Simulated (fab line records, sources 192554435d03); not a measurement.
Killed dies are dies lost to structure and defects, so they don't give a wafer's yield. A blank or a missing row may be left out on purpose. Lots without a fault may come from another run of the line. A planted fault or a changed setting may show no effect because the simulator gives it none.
Which tool did it? | flow n5_finfet | 11 lots, 33 wafers sampled, at 3 steps of a route of 1938

WHAT THE GAUGES READ, wafer by wafer
N5_PASSIVATION_CD_MEAS_44: target cd 40000 nm. Usual: cd_nm 40000 nm, standard deviation 3.9.
lot  | measured     | on        | cd_nm (nm)        | flag
L485 | day 12 16:23 | cd_sem-03 | 39999 39996 40006 |
L488 | day 13 02:02 | cd_sem-01 | 40001 40002 40000 |
L489 | day 13 07:48 | cd_sem-01 | 40006 40003 40004 |
L490 | day 13 12:05 | cd_sem-02 | 39995 40002 39993 |
L491 | day 14 01:52 | cd_sem-02 | 40007 40008 40010 |
L492 | day 13 22:47 | cd_sem-03 | 40003 40003 40000 |
L493 | day 14 23:14 | cd_sem-03 | 39998 40002 39998 |
L496 | day 15 01:35 | cd_sem-01 | 40001 39998 40001 |
L500 | day 16 04:35 | cd_sem-01 | 39998 40001 39999 |
L486 | day 17 20:55 | cd_sem-03 | 40001 40006 40001 |
L506 | day 19 14:50 | cd_sem-03 | 39998 40005 39996 |

WHICH TOOL RAN EACH LOT (tool, then ch and the chambers of the sampled wafers, then the start)
lot  | N5_SDB_ALD_29                    | N5_MIM_BOT_ETCH_STRIP_01
L485 | ald_sin-03 ch 0,2,3, day 4 02:34 | rie_diel-03 ch 0,1, day 12 11:07
L488 | ald_sin-04 ch 1,2,3, day 4 19:08 | rie_diel-06 ch 0,1,3, day 12 20:06
L489 | ald_sin-04 ch 1,3, day 4 23:22   | rie_diel-03 ch 0,2,3, day 13 01:06
L490 | ald_sin-01 ch 0,2,3, day 5 06:56 | rie_diel-06 ch 0,1,2, day 13 07:38
L491 | ald_sin-04 ch 1,2, day 5 13:40   | rie_diel-01 ch 1,2,3, day 13 20:49
L492 | ald_sin-01 ch 0,3, day 5 22:11   | rie_diel-06 ch 1,3, day 13 18:16
L493 | ald_sin-01 ch 0,1, day 6 02:29   | rie_diel-06 ch 0,1,3, day 14 18:44
L496 | ald_sin-01 ch 1,2,3, day 6 17:37 | rie_diel-06 ch 0,1,2, day 14 18:56
L500 | ald_sin-04 ch 0,3, day 7 19:36   | rie_diel-03 ch 0,3, day 15 20:53
L486 | ald_sin-04 ch 0,1,2, day 8 17:07 | rie_diel-03 ch 2,3, day 17 15:28
L506 | ald_sin-04 ch 0,1,3, day 9 14:26 | rie_diel-01 ch 0,1,3, day 19 05:55
- N5_SDB_ALD_29: deposits SiNx, target thk 30 nm, pulse time 1 s, ald cycles 600.
- N5_MIM_BOT_ETCH_STRIP_01: strips in O2.

WHAT THE TOOLS THEMSELVES READ (means of the sampled wafers that have a number; where no wafer has one, the mark that the record gives instead)
N5_SDB_ALD_29. Usual: heater_power_w 848 W, standard deviation 60; precursor_pulse_height_rel 1.000, standard deviation 0.021; susceptor_temp_C 400.01 C, standard deviation 0.21.
lot  | tool       | heater_power_w (W) | precursor_pulse_height_rel | susceptor_temp_C (C) | flag
L485 | ald_sin-03 | 838                | 0.998                      | 400.09               |
L488 | ald_sin-04 | 869                | 1.005                      | 399.85               |
L489 | ald_sin-04 | 884                | 1.013                      | 399.90               |
L490 | ald_sin-01 | 781                | 1.009                      | 400.15               |
L491 | ald_sin-04 | 861                | 1.005                      | 400.24               |
L492 | ald_sin-01 | 811                | 1.018                      | 400.06               |
L493 | ald_sin-01 | 860                | 1.000                      | 399.90               |
L496 | ald_sin-01 | 791                | 1.013                      | 400.19               |
L500 | ald_sin-04 | 929                | 1.007                      | 400.00               |
L486 | ald_sin-04 | 889                | 1.002                      | 399.91               |
L506 | ald_sin-04 | 901                | 1.007                      | 399.75               |

N5_MIM_BOT_ETCH_STRIP_01. Usual: drypump_motor_current_A 5.6 A, standard deviation 0.32; oes_product_au 0.80 a.u., standard deviation 0.098; rf_vpp_V 3.7 V, standard deviation 1.4; showerhead_plenum_p_Torr 2.11 Torr, standard deviation 0.057; throttle_valve_pct 16.72 %, standard deviation 0.23.
lot  | tool        | drypump_motor_current_A (A) | oes_product_au (a.u.) | rf_vpp_V (V) | showerhead_plenum_p_Torr (Torr) | throttle_valve_pct (%) | flag
L485 | rie_diel-03 | 5.5                         | 0.84                  | 3.0          | 2.14                            | 16.79                  |
L488 | rie_diel-06 | 5.6                         | 0.83                  | 3.6          | 2.10                            | 16.75                  |
L489 | rie_diel-03 | 5.6                         | 0.76                  | 5.4          | 2.11                            | 16.86                  |
L490 | rie_diel-06 | 5.7                         | 0.85                  | 2.8          | 2.07                            | 16.56                  |
L491 | rie_diel-01 | 5.6                         | 0.82                  | 2.6          | 2.12                            | 16.64                  |
L492 | rie_diel-06 | 5.3                         | 0.77                  | 3.9          | 2.16                            | 17.03                  |
L493 | rie_diel-06 | 5.5                         | 0.79                  | 4.7          | 2.10                            | 16.75                  |
L496 | rie_diel-06 | 5.7                         | 0.83                  | 4.4          | 2.07                            | 16.57                  |
L500 | rie_diel-03 | 5.2                         | 0.80                  | 3.7          | 2.12                            | 16.84                  |
L486 | rie_diel-03 | 5.5                         | 0.77                  | 3.3          | 2.08                            | 16.84                  |
L506 | rie_diel-01 | 5.6                         | 0.80                  | 5.0          | 2.11                            | 16.47                  |

THE ANSWER, worked out from the rows above alone
Rule: a lot is off if the mean of its wafers that have a number lies more than 3 standard deviations from the usual mean. A lot without any number at a reading at which 4 lots or more have one is off too. The other lots that the step has rows for count as sound. The gauges are gone through in route order, then the tools' own readings, and for those a lot's mean is taken as printed above. The first step at which some lot is off is used, and at that step the reading that is off furthest; a lot without a number counts as furthest.
No lot is off at any reading shown: from this, nothing can be told.

WHAT THE SIMULATOR HAD PUT IN
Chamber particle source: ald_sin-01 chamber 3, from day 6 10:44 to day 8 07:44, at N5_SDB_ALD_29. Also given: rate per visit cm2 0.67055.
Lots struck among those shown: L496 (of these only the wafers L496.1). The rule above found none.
